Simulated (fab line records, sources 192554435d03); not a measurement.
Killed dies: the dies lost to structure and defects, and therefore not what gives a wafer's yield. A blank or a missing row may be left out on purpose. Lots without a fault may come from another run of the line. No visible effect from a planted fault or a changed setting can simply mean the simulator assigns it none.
fab line records    flow n5Finfet
[record] lots = 9  wafers = 27  lastDay = 17
route steps=1938 shown SD_EPI_N@281 SD_EPI_P@304 BEOL_M4@1111 PASSIVATION@1936
lots with no fault: from the same line, run without faults
startH: the number of hours between the record's first day and the start of the first shown wafer of the lot    waitH: hours elapsed since this lot's preceding step    " repeats the value in the row above    L1.1+2: one row covering several wafers at once    - either no value or no given start    * or withheld: withheld    < > ~ a bound
route shown NAME@n: a module of which the file shows steps, and the number in the route of the first    usual: mean/standard deviation taken from wafers without a fault    same: alike in all rows    chamber/n: place in a boat    sites: per-site readings    _std_site: the standard deviation of these    _edge_site: outer sites' mean less inner sites'    radiusMm: how far each site lies from the wafer's centre    mask NAME#n: copy n    behind: the tool/chamber that last shaped the wafer    hold: the reason the lot was held/the length of the hold in hours/how it ended    device: transistor that didn't switch, given as n, p or np    end of line: the route-end tests of the same wafers    where a step has no rows: the recipe by itself    killed: the dies lost at the first sort to structure and to defects; this is not the yield of the wafer    map: the dies of a wafer, with x for killed, . for not killed, _ for no die there
set.NAME: the setting that was run; set.NAME@STEP: the one run at that earlier step    model.NAME: the simulator's own value behind a step, which no gauge read
route steps across a sampled set of lots; one table per step, one row per wafer
services: a tool's chamber out of use, with start hour (startH, from the record's first day; less than 0 if before it), hours out, and reason
[[steps]]
[step N5_SD_EPI_N_SD_RECESS_17]
[recipe] chemistry = HBr/Cl2/O2  targetDepthA = 410  maskMaterial = SOC  timeS = 23.7  btTimeS = 3  pressureMtorr = 10  icpW = 800  biasW = 112  HBr_flow_sccm = 150  Cl2_flow_sccm = 80  O2_flow_sccm = 12
[usual] O2_flow_sccm = 12.00/0.037  drypumpMotorCurrentA = 5.9/0.39  oesProductAu = 1.004/0.02  throttleValvePct = 37.2/0.34
[same] btTimeS = 3
lot.wafer  tool      chamber  startH  waitH  O2_flow_sccm  drypumpMotorCurrentA  oesProductAu  rfHoursCounterH  throttleValvePct
L878.1     rieSi-03  0        50.86   0.0    12.04         6.5                   1.005         115              36.8
L878.2     "         1        "       "      11.96         5.7                   1.008         110              37.2
L878.3     "         3        "       "      12.06         5.7                   0.993         143              37.7
L886.1     rieSi-01  2        103.39  0.0    11.96         5.4                   1.010         182              37.0
L886.4     "         1        "       "      11.95         6.0                   1.008         119              37.4
L886.5     "         3        "       "      12.04         6.7                   1.030         -                37.0
L887.1     rieSi-04  2        110.86  0.0    11.98         5.4                   1.001         94               36.7
L887.2     "         0        "       "      12.00         5.6                   0.961         172              37.2
L887.5     "         0        "       "      12.03         5.6                   0.967         -                37.2
L888.1     rieSi-03  0        120.26  0.0    12.01         6.5                   0.984         116              36.8
L888.5     "         2        "       "      11.94         6.4                   1.007         -                37.8
L888.6     "         3        "       "      12.00         5.7                   0.998         -                37.7
L890.1     rieSi-01  3        127.15  0.0    11.99         6.7                   1.027         6                36.9
L890.2     "         1        "       "      12.08         6.0                   0.997         119              37.5
L890.4     "         2        "       "      12.03         5.4                   1.007         183              37.0
L893.3     rieSi-01  1        140.74  0.0    11.96         6.0                   0.987         119              37.5
L893.4     "         3        "       "      11.99         6.7                   1.027         7                36.9
L893.5     "         3        "       "      12.01         6.7                   1.035         -                36.9
L894.2     rieSi-04  0        145.22  0.0    12.03         5.6                   0.976         173              37.1
L894.3     "         1        "       "      12.00         6.1                   1.033         91               37.5
L894.4     "         2        "       "      12.07         5.4                   1.004         94               36.7
L898.4     rieSi-04  2        170.75  0.0    11.97         5.4                   1.015         95               36.7
L898.5     "         1        "       "      11.97         6.1                   1.038         -                37.5
L898.6     "         2        "       "      12.00         5.4                   1.017         -                36.7
L899.2     rieSi-01  1        176.23  0.0    11.99         6.0                   0.991         120              37.4
L899.4     "         1        "       "      11.98         6.0                   0.996         -                37.5
L899.5     "         0        "       "      12.01         6.0                   0.991         -                37.4
[step N5_SD_EPI_P_OVL_MEAS_10]
[recipe] pointsPerWafer = 44
[usual] SD_P_BLK_OVL = -0.4/0.74
lot.wafer  tool        chamber  startH  waitH  SD_P_BLK_OVL[nm]
L878.1     overlay-02  0        55.46   0.0    -0.9
L878.2     "           0        "       "      0.4
L878.3     "           0        "       "      -1.3
L886.1     overlay-02  0        107.07  0.0    -1.0
L886.4     "           0        "       "      -0.4
L886.5     "           0        "       "      -1.6
L887.1     overlay-01  0        115.17  0.0    -0.3
L887.2     "           0        "       "      -0.5
L887.5     "           0        "       "      -0.3
L888.1     overlay-02  0        124.58  0.0    0.0
L888.5     "           0        "       "      0.4
L888.6     "           0        "       "      -0.5
L890.1     overlay-01  0        131.58  0.0    -0.1
L890.2     "           0        "       "      -0.6
L890.4     "           0        "       "      -0.8
L893.3     overlay-02  0        144.69  0.0    -0.1
L893.4     "           0        "       "      0.4
L893.5     "           0        "       "      0.2
L894.2     overlay-01  0        148.90  0.0    -1.1
L894.3     "           0        "       "      -0.8
L894.4     "           0        "       "      -1.2
L898.4     overlay-02  0        174.44  0.0    -1.3
L898.5     "           0        "       "      1.0
L898.6     "           0        "       "      -1.3
L899.2     overlay-01  0        180.00  0.0    -0.7
L899.4     "           0        "       "      -1.2
L899.5     "           0        "       "      -0.7
[step N5_SD_EPI_P_ETCHBACK_46]
[recipe] chemistry = CH3F/O2  mode = anisotropicEtchback  target = SiNx  targetDepthA = 175  stopOn = SiO2  overEtchFrac = 0.3  ionEnergyEv = 120  pressureMtorr = 30  sourceW = 395  biasW = 73  Ar_flow_sccm = 150  CH3F_flow_sccm = 30  O2_flow_sccm = 20
[usual] CH3F_flow_sccm = 29.99/0.096  O2_flow_sccm = 19.99/0.064  drypumpMotorCurrentA = 5.7/0.38  oesProductAu = 0.68/0.071  rfVppV = 296/4.6  showerheadPlenumPTorr = 2.01/0.084  throttleValvePct = 16.21/0.29
lot.wafer  tool        chamber  startH  waitH  CH3F_flow_sccm  O2_flow_sccm  drypumpMotorCurrentA  oesProductAu  rfHoursCounterH  rfVppV  showerheadPlenumPTorr  throttleValvePct
L878.1     rieDiel-06  3        55.93   0.0    29.92           19.96         5.3                   0.78          26               302     2.13                   16.26
L878.2     "           2        "       "      29.97           20.03         5.3                   0.63          170              292     2.01                   16.61
L878.3     "           1        "       "      29.83           19.90         5.9                   0.79          10               297     2.03                   15.73
L886.1     rieDiel-03  0        107.55  0.0    -               -             -                     -             -                -       -                      -
L886.4     "           1        "       "      -               -             -                     -             -                -       -                      -
L886.5     "           3        "       "      -               -             -                     -             -                -       -                      -
L887.1     rieDiel-06  0        115.64  0.0    -               -             -                     -             -                -       -                      -
L887.2     "           3        "       "      -               -             -                     -             -                -       -                      -
L887.5     "           2        "       "      -               -             -                     -             -                -       -                      -
L888.1     rieDiel-06  1        125.05  0.0    -               -             -                     -             -                -       -                      -
L888.5     "           1        "       "      -               -             -                     -             -                -       -                      -
L888.6     "           2        "       "      -               -             -                     -             -                -       -                      -
L890.1     rieDiel-06  2        132.05  0.0    30.11           19.88         5.2                   0.62          195              292     2.00                   16.67
L890.2     "           1        "       "      29.99           19.97         5.9                   0.75          28               298     2.03                   15.77
L890.4     "           3        "       "      30.00           20.07         5.3                   0.73          50               300     2.12                   16.30
L893.3     rieDiel-03  0        145.16  0.0    30.08           19.96         5.2                   0.71          55               296     2.13                   16.01
L893.4     "           0        "       "      29.92           19.96         5.2                   0.71          -                297     2.13                   15.98
L893.5     "           3        "       "      29.90           20.01         5.8                   0.59          -                298     2.06                   16.74
L894.2     rieDiel-03  0        149.38  0.0    30.07           19.91         5.2                   0.72          57               296     2.13                   15.98
L894.3     "           3        "       "      30.07           19.99         5.9                   0.60          231              298     2.06                   16.75
L894.4     "           0        "       "      29.90           19.98         5.2                   0.71          -                296     2.13                   16.00
L898.4     rieDiel-06  2        174.91  0.0    29.96           20.02         5.2                   0.61          206              294     1.99                   16.70
L898.5     "           1        "       "      29.92           20.09         5.9                   0.74          -                298     2.02                   15.77
L898.6     "           0        "       "      30.05           19.90         5.8                   0.77          -                290     1.94                   16.21
L899.2     rieDiel-03  0        180.48  0.0    29.93           20.02         5.2                   0.70          66               297     2.13                   16.03
L899.4     "           1        "       "      30.13           19.98         6.0                   0.68          85               296     2.10                   15.89
L899.5     "           1        "       "      30.23           19.87         6.0                   0.69          -                296     2.10                   15.87
[step N5_SD_EPI_P_SD_RECESS_17]
[recipe] chemistry = HBr/Cl2/O2  targetDepthA = 391  btTimeS = 3  pressureMtorr = 10  icpW = 800  biasW = 112  HBr_flow_sccm = 150  Cl2_flow_sccm = 80  O2_flow_sccm = 12
[usual] O2_flow_sccm = 12.00/0.036  drypumpMotorCurrentA = 5.8/0.5  oesProductAu = 1.000/0.015  throttleValvePct = 37.08/0.29
[same] btTimeS = 3
lot.wafer  tool      chamber  startH  waitH  O2_flow_sccm  drypumpMotorCurrentA  oesProductAu  rfHoursCounterH  throttleValvePct
L878.1     rieSi-02  3        56.20   0.0    11.99         6.4                   1.011         87               37.11
L878.2     "         2        "       "      12.05         5.6                   0.974         67               37.66
L878.3     "         0        "       "      11.99         6.1                   0.990         4                37.20
L886.1     rieSi-05  3        107.82  0.0    12.05         6.4                   0.995         200              37.15
L886.4     "         0        "       "      11.98         5.2                   0.993         120              36.96
L886.5     "         0        "       "      12.03         5.2                   0.991         -                36.95
L887.1     rieSi-02  1        115.91  0.0    11.98         5.7                   0.998         164              36.96
L887.2     "         2        "       "      11.98         5.6                   0.989         68               37.65
L887.5     "         2        "       "      12.04         5.6                   0.979         -                37.67
L888.1     rieSi-05  2        125.32  0.0    12.03         6.1                   1.001         59               37.21
L888.5     "         0        "       "      12.06         5.2                   0.989         -                36.96
L888.6     "         2        "       "      12.06         6.2                   0.999         -                37.21
L890.1     rieSi-06  1        132.32  0.0    11.92         4.9                   1.006         106              37.07
L890.2     "         2        "       "      12.01         5.8                   1.004         6                36.55
L890.4     "         0        "       "      11.98         5.8                   1.014         1                36.43
L893.3     rieSi-02  3        145.43  0.0    11.93         6.4                   1.000         89               37.09
L893.4     "         0        "       "      12.03         6.1                   0.990         6                37.20
L893.5     "         1        "       "      12.00         5.7                   1.000         -                36.99
L894.2     rieSi-02  3        149.65  0.0    11.96         6.4                   1.012         89               37.11
L894.3     "         2        "       "      12.05         5.6                   0.980         68               37.66
L894.4     "         1        "       "      12.04         5.7                   0.996         164              36.99
L898.4     rieSi-05  2        175.18  0.0    11.92         6.2                   1.007         60               37.20
L898.5     "         3        "       "      11.99         6.5                   0.984         -                37.11
L898.6     "         2        "       "      12.00         6.2                   1.012         -                37.20
L899.2     rieSi-06  3        180.75  0.0    11.96         6.1                   1.017         5                37.32
L899.4     "         2        "       "      12.04         5.8                   1.009         7                36.57
L899.5     "         3        "       "      12.03         6.1                   1.023         -                37.31
[step N5_SD_EPI_P_EPI_MEAS_23]
[recipe] mode = xrd
[usual] thkNm = 61.1/1.1
lot.wafer  tool          chamber  startH  waitH  thkNm
L878.1     filmMetro-01  -        59.10   1.8    62.1
L878.2     "             -        "       "      62.1
L878.3     "             -        "       "      62.0
L886.1     filmMetro-01  -        111.53  2.4    1.3
L886.4     "             -        "       "      0.5
L886.5     "             -        "       "      2.3
L887.1     filmMetro-02  -        119.65  2.5    2.2
L887.2     "             -        "       "      0.8
L887.5     "             -        "       "      0.5
L888.1     filmMetro-02  -        128.20  1.8    2.9
L888.5     "             -        "       "      1.7
L888.6     "             -        "       "      3.0
L890.1     filmMetro-01  -        135.18  1.8    60.2
L890.2     "             -        "       "      61.6
L890.4     "             -        "       "      61.0
L893.3     filmMetro-02  -        150.28  2.0    62.4
L893.4     "             -        "       "      61.4
L893.5     "             -        "       "      60.1
L894.2     filmMetro-01  -        152.51  1.5    61.9
L894.3     "             -        "       "      60.4
L894.4     "             -        "       "      60.6
L898.4     filmMetro-01  -        178.04  0.8    60.2
L898.5     "             -        "       "      60.9
L898.6     "             -        "       "      60.0
L899.2     filmMetro-02  -        183.63  1.5    60.5
L899.4     "             -        "       "      62.1
L899.5     "             -        "       "      62.7
[step N5_BEOL_M4_RC_MEAS_101]
[usual] DIBL_N = 36.9/1.7  DIBL_P = 36.7/2.1  IOFF_N = 0.17/0.032  IOFF_P = 0.22/0.036  ION_N = 674/12  ION_P = 461/7  SS_N = 71.7/0.6  SS_P = 73.4/0.67  VT_N = 249/3.1  VT_P = -250/3.2
lot.wafer  tool       chamber  startH  waitH  DIBL_N[mV/V]  DIBL_P[mV/V]  IOFF_N[nA/um]  IOFF_P[nA/um]  ION_N[uA/um]  ION_P[uA/um]  SS_N[mV/dec]  SS_P[mV/dec]  VT_N[mV]  VT_P[mV]
L878.1     prober-01  0        169.52  0.0    35.5          35.5          0.14           0.18           657           448           71.7          72.8          253       -254
L878.2     "          0        "       "      36.4          36.6          0.15           0.20           674           464           71.3          73.2          254       -251
L878.3     "          0        "       "      35.7          34.9          0.14           0.18           666           456           70.9          73.1          250       -251
L890.1     prober-01  0        240.87  0.0    37.7          38.5          0.19           0.26           688           475           72.3          73.5          248       -245
L890.2     "          0        "       "      34.9          36.7          0.14           0.21           677           466           70.8          73.7          253       -249
L890.4     "          0        "       "      36.2          37.5          0.16           0.23           677           461           72.2          72.3          248       -246
L894.2     prober-01  0        253.01  0.2    36.7          36.8          0.14           0.19           664           454           71.6          73.0          251       -253
L894.3     "          0        "       "      37.6          36.9          0.18           0.19           671           455           72.4          72.8          248       -251
L894.4     "          0        "       "      36.9          36.5          0.15           0.18           660           456           71.9          72.7          252       -252
L893.3     prober-01  0        257.39  0.3    37.3          36.8          0.18           0.24           676           465           71.6          73.5          246       -248
L893.4     "          0        "       "      37.9          35.9          0.20           0.23           685           468           71.9          73.4          246       -250
L893.5     "          0        "       "      37.8          35.7          0.18           0.22           681           466           71.8          72.5          247       -250
L898.4     prober-01  0        289.45  0.5    35.4          37.3          0.16           0.21           681           464           71.1          73.6          248       -250
L898.5     "          0        "       "      37.0          37.7          0.17           0.22           682           465           70.8          73.7          248       -249
L898.6     "          0        "       "      35.2          37.1          0.15           0.21           682           461           71.0          73.0          250       -249
L899.2     prober-02  0        293.19  0.2    35.5          34.9          0.14           0.19           673           462           72.0          73.8          254       -250
L899.4     "          0        "       "      32.0          30.8          0.10           0.14           651           452           69.8          72.5          255       -255
L899.5     "          0        "       "      35.6          34.9          0.14           0.20           667           462           71.3          73.7          255       -251
[step N5_PASSIVATION_PROBE_49]
[usual] defectLimitedYield = 91.7/1.5  killed_at_M0_to_M3 = 32/9.6  killed_at_M4_up = 13/5.3  killedAtContacts = 12/6.8  killedAtFrontEnd = 36/9.8  killedAtOther = 4/3.1  killedDies = 98/17  killedOnRim = 13/4  killedOpen = 65/13  killedShort = 32/8.5  sort_bin_5_function = 4.9/0.93  sort_bin_6_memory = 3.2/0.67  sort_bin_8_speed = 0.00/0.02  sortNPass = 1082/17
[same] grossDies = 1180  killedAtBackSide = 0  sort_bin_4_leakage[%] = 0
lot.wafer  tool       chamber  startH  waitH  defectLimitedYield[%]  killed_at_M0_to_M3  killed_at_M4_up  killedAtContacts  killedAtFrontEnd  killedAtOther  killedDies  killedOnRim  killedOpen  killedShort  sort_bin_5_function[%]  sort_bin_6_memory[%]  sort_bin_8_speed[%]  sortNPass
L886.1     prober-02  -        309.88  0.0    0                      23                  24               20                1111              2              1180        152          81          22           96.4                    3.3                   0                    0
L886.4     prober-02  -        310.03  0.2    0                      28                  23               30                1097              2              1180        152          76          36           95.8                    4.0                   0                    0
L886.5     prober-02  -        310.08  0.2    0                      31                  25               31                1088              5              1180        152          70          56           95.4                    4.1                   0                    0
L887.1     prober-01  -        318.32  0.0    0                      39                  11               11                1116              3              1180        152          88          41           95.5                    4.0                   0                    0
L887.2     prober-01  -        318.37  0.1    0                      38                  12               17                1110              3              1180        152          79          30           96.0                    3.5                   0                    0
L887.5     prober-01  -        318.52  0.2    0                      35                  6                8                 1129              2              1180        152          62          18           97.5                    2.4                   0                    0
L888.1     prober-02  -        359.15  0.0    0                      36                  6                6                 1126              6              1180        152          52          38           96.1                    3.6                   0                    0
L888.5     prober-02  -        359.35  0.2    0                      32                  16               14                1116              2              1180        152          58          39           96.6                    3.1                   0                    0
L888.6     prober-02  -        359.40  0.3    0                      31                  17               15                1110              7              1180        152          68          36           96.5                    3.3                   0                    0
L894.2     prober-01  -        362.13  0.1    91.8                   33                  16               21                25                2              97          14           61          34           4.3                     3.6                   0                    1083
L894.3     prober-01  -        362.18  0.1    92.5                   29                  15               22                22                1              89          13           58          30           4.1                     3.5                   0                    1091
L894.4     prober-01  -        362.23  0.2    92.8                   21                  10               16                36                2              85          11           67          13           4.1                     2.5                   0                    1095
L899.2     prober-01  -        398.46  0.1    93.0                   20                  20               14                25                4              83          14           56          27           3.6                     3.2                   0                    1097
L899.4     prober-01  -        398.56  0.2    91.4                   26                  13               21                36                5              101         12           64          37           5.0                     3.2                   0                    1079
L899.5     prober-01  -        398.61  0.2    92.5                   35                  5                12                33                4              89          9            58          31           4.0                     3.3                   0                    1091
// killed by level:class
L886.1 SD_EPI_P:areaEtchback=1077 MOL_CONTACT_COAG:geometricParticle:open=16 STI_FIN_REVEAL:geometricParticle:open=12 BEOL_M4:geometricParticle:open=9 FIN_SAQP:geometricParticle:short=6 BEOL_M0_SAQP:geometricParticle:open=6 DUMMY_GATE:geometricParticle:open=5 BEOL_M0:geometricParticle:open=5
L886.4 SD_EPI_P:areaEtchback=1065 MOL_CONTACT_COAG:geometricParticle:open=25 BEOL_M4:geometricParticle:open=13 FIN_SAQP:geometricParticle:short=7 BEOL_M0_SAQP:geometricParticle:short=7 BEOL_M3:geometricParticle:open=6 STI_FIN_REVEAL:geometricParticle:open=5 MOL_CONTACT_COAG:geometricParticle:short=5
L886.5 SD_EPI_P:areaEtchback=1053 MOL_CONTACT_COAG:geometricParticle:open=26 FIN_SAQP:geometricParticle:short=12 BEOL_M4:geometricParticle:short=10 BEOL_M0_SAQP:geometricParticle:short=10 BEOL_M4:geometricParticle:open=9 BEOL_M0_SAQP:geometricParticle:open=7 FIN_SAQP:geometricParticle:open=5
L887.1 SD_EPI_P:areaEtchback=1051 FIN_SAQP:geometricParticle:open=30 FIN_SAQP:geometricParticle:short=21 BEOL_M1:geometricParticle:open=13 MOL_CONTACT_COAG:geometricParticle:open=10 BEOL_M0_SAQP:geometricParticle:open=10 BEOL_M2:geometricParticle:open=9 DUMMY_GATE:geometricParticle:short=4
L887.2 SD_EPI_P:areaEtchback=1069 MOL_CONTACT_COAG:geometricParticle:open=15 BEOL_M3:geometricParticle:open=15 FIN_SAQP:geometricParticle:open=13 STI_FIN_REVEAL:geometricParticle:open=8 FIN_SAQP:geometricParticle:short=7 BEOL_M2:geometricParticle:open=7 BEOL_M0_SAQP:geometricParticle:open=6
L887.5 SD_EPI_P:areaEtchback=1099 BEOL_M1:geometricParticle:open=12 FIN_SAQP:geometricParticle:open=9 MOL_CONTACT_COAG:geometricParticle:open=8 BEOL_M2:geometricParticle:open=7 STI_FIN_REVEAL:geometricParticle:open=6 BEOL_M0_SAQP:geometricParticle:short=5 BEOL_M3:geometricParticle:open=5
L888.1 SD_EPI_P:areaEtchback=1090 BEOL_M0_SAQP:geometricParticle:open=13 FIN_SAQP:geometricParticle:short=9 BEOL_M0_SAQP:geometricParticle:short=9 FIN_SAQP:geometricParticle:open=7 STI_FIN_REVEAL:geometricParticle:open=7 GATE_CUT:geometricParticle:short=7 MOL_CONTACT_COAG:geometricParticle:open=6
L888.5 SD_EPI_P:areaEtchback=1083 MOL_CONTACT_COAG:geometricParticle:open=10 BEOL_M0_SAQP:geometricParticle:short=7 BEOL_M4:geometricParticle:open=7 FIN_SAQP:geometricParticle:short=6 BEOL_M0:geometricParticle:open=6 GATE_CUT:geometricParticle:open=6 FIN_SAQP:geometricParticle:open=5
L888.6 SD_EPI_P:areaEtchback=1076 MOL_CONTACT_COAG:geometricParticle:open=13 BEOL_M2:geometricParticle:open=10 BEOL_M4:geometricParticle:open=10 GATE_CUT:geometricParticle:short=8 GATE_CUT:geometricParticle:open=7 BEOL_M0:geometricParticle:open=5 BEOL_M0_SAQP:geometricParticle:short=4
L894.2 MOL_CONTACT_COAG:geometricParticle:open=13 BEOL_M0_SAQP:geometricParticle:short=10 BEOL_M4:geometricParticle:open=9 MOL_CONTACT_COAG:geometricParticle:short=8 BEOL_M0_SAQP:geometricParticle:open=8 BEOL_M3:geometricParticle:open=7 STI_FIN_REVEAL:geometricParticle:open=5 GATE_CUT:geometricParticle:short=4
L894.3 MOL_CONTACT_COAG:geometricParticle:open=18 BEOL_M0_SAQP:geometricParticle:short=8 BEOL_M0_SAQP:geometricParticle:open=7 STI_FIN_REVEAL:geometricParticle:open=5 BEOL_M3:geometricParticle:open=5 MOL_CONTACT_COAG:geometricParticle:short=4 FIN_SAQP:geometricParticle:short=3 GATE_CUT:geometricParticle:open=3
L894.4 MOL_CONTACT_COAG:geometricParticle:open=13 BEOL_M3:geometricParticle:open=13 FIN_SAQP:geometricParticle:open=10 BEOL_M4:geometricParticle:open=6 DUMMY_GATE:geometricParticle:open=5 HKMG_FIN:areaEtch=5 STI_FIN_REVEAL:geometricParticle:open=4 FIN_SAQP:geometricParticle:short=3
L899.2 BEOL_M4:geometricParticle:open=12 MOL_CONTACT_COAG:geometricParticle:open=9 BEOL_M3:geometricParticle:open=6 MOL_CONTACT_COAG:geometricParticle:short=5 BEOL_M0_SAQP:geometricParticle:short=5 GATE_CUT:geometricParticle:short=4 BEOL_M4:geometricParticle:short=4 FIN_SAQP:geometricParticle:open=3
L899.4 MOL_CONTACT_COAG:geometricParticle:open=15 BEOL_M4:geometricParticle:open=8 STI_FIN_REVEAL:geometricParticle:open=7 MOL_CONTACT_COAG:geometricParticle:short=6 BEOL_M3:geometricParticle:open=6 FIN_SAQP:geometricParticle:short=5 GATE_CUT:geometricParticle:short=5 GATE_CUT:geometricParticle:open=5
L899.5 BEOL_M3:geometricParticle:open=12 BEOL_M0_SAQP:geometricParticle:short=11 FIN_SAQP:geometricParticle:open=9 MOL_CONTACT_COAG:geometricParticle:open=7 BEOL_M0_SAQP:geometricParticle:open=7 STI_FIN_REVEAL:geometricParticle:open=5 MOL_CONTACT_COAG:geometricParticle:short=5 FIN_SAQP:geometricParticle:short=4
[[services]]
tool        chamber  startH  hours  kind
rieDiel-03  -        32.50   14.6   pm
rieDiel-06  0        35.19   -      clean
rieDiel-06  0        35.19   -      consumableReplace:focusRing
rieDiel-06  0        35.19   17.4   scheduledDown
rieDiel-06  0        35.19   17.4   ventCycle
rieDiel-03  2        48.78   2.7    repair
rieSi-02    1        48.91   10.6   repair
rieDiel-03  2        62.74   8.3    repair
rieSi-01    -        74.99   0.5    repair
rieDiel-06  -        82.95   0.9    repair
rieSi-05    1        83.38   -      clean
rieSi-05    1        83.38   20.6   scheduledDown
rieSi-05    1        83.38   20.6   ventCycle
rieSi-01    -        90.86   0.3    repair
rieDiel-06  3        95.68   2.3    repair
rieDiel-06  1        108.93  13.4   repair
rieSi-06    -        114.91  0.5    repair
rieSi-05    3        122.15  2.2    repair
rieSi-02    -        123.01  1.8    repair
rieSi-05    3        124.44  -      clean
rieSi-05    3        124.44  25.8   scheduledDown
rieSi-05    3        124.44  25.8   ventCycle
rieSi-03    3        172.25  1.7    repair
rieSi-01    3        175.26  7.5    repair
[[key]]
[firstSign] step = N5_SD_EPI_P_ETCHBACK_46  reading = toolRecord  direction = missing
[effect] step = N5_SD_EPI_P_EPI_MEAS_23  reading = thkNm  direction = down  sigmas = 53  usual = *  struck = *
[effect] step = N5_PASSIVATION_PROBE_49  reading = killedAtFrontEnd  direction = up  sigmas = 99+  usual = 36  struck = 1111
[moreKillsBornAt] N5_SD_EPI_P_ETCHBACK_46@rieDiel-06 = 6468  N5_SD_EPI_P_ETCHBACK_46@rieDiel-03 = 3195
metAt N5_SD_EPI_P_ETCHBACK_46
struckLots L886,L887,L888
laterRowsLeftOut L886.1,L886.4,L886.5,L887.1,L887.2,L887.5,L888.1,L888.5,L888.6
notActingAt N5_SD_EPI_N_SD_RECESS_17,N5_SD_EPI_P_OVL_MEAS_10,N5_SD_EPI_P_SD_RECESS_17
onsetBetween 55.93 107.55
[fault] kind = skippedStepWhole  tool = rieDiel-03,rieDiel-06  chamber = -  onsetH = 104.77  steps = N5_SD_EPI_P_ETCHBACK_46  scope = struckLotsOnly
// laterRowsLeftOut: the simulator's readings of these wafers behind a module that went badly wrong aren't trusted and aren't shown, but for the sort
